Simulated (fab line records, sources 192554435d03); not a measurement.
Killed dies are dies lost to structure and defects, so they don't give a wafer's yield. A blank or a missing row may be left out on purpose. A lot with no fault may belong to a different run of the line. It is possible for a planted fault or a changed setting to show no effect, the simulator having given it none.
Chamber matching	flow n5_finfet	N5_BEOL_M6_STRIP_36 on rie_diel-01: 4 sister chambers
The step strips in N2/H2. 4 wafers are shown with their chamber, then 9 later ones without.

## WAFERS, EACH WITH ITS CHAMBER
wafer	chamber	showerhead_plenum_p_Torr (Torr)
L078.1	1	2.61
L081.2	0	2.62
L086.2	3	2.47
L086.6	2	2.69

## WAFERS WHOSE CHAMBER IS MISSING
wafer	showerhead_plenum_p_Torr (Torr)
L090.1	2.68
L090.4	2.60
L090.5	2.47
L091.2	2.47
L091.3	2.60
L091.5	2.68
L096.1	2.60
L096.2	2.46
L096.4	2.60

## THE CHAMBER EACH PASSED THROUGH
wafer	from the rows above	in truth
L090.1	2	2
L090.4	can't be placed: 1 or 0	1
L090.5	3	3
L091.2	3	3
L091.3	can't be placed: 1 or 0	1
L091.5	2	2
L096.1	can't be placed: 1 or 0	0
L096.2	3	3
L096.4	can't be placed: 1 or 0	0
Correct placement for 5 of the 9. These rows do not allow placing 4 (true chamber among the candidates in 4). 0 placed wrongly.
How it was worked out, from the rows above alone: a wafer's distance from a chamber is the root of the sum, over the readings, of the square of ((its reading less the chamber's mean) divided by the reading's scatter). The wafer belongs to the nearest chamber; if the next one is less than 2 further off, it can't be placed. The mean given for a chamber averages the wafers shown for that chamber. The scatter: with one shown wafer a chamber, the root of the mean of the squares of how far each hidden wafer lies from its nearest shown one.
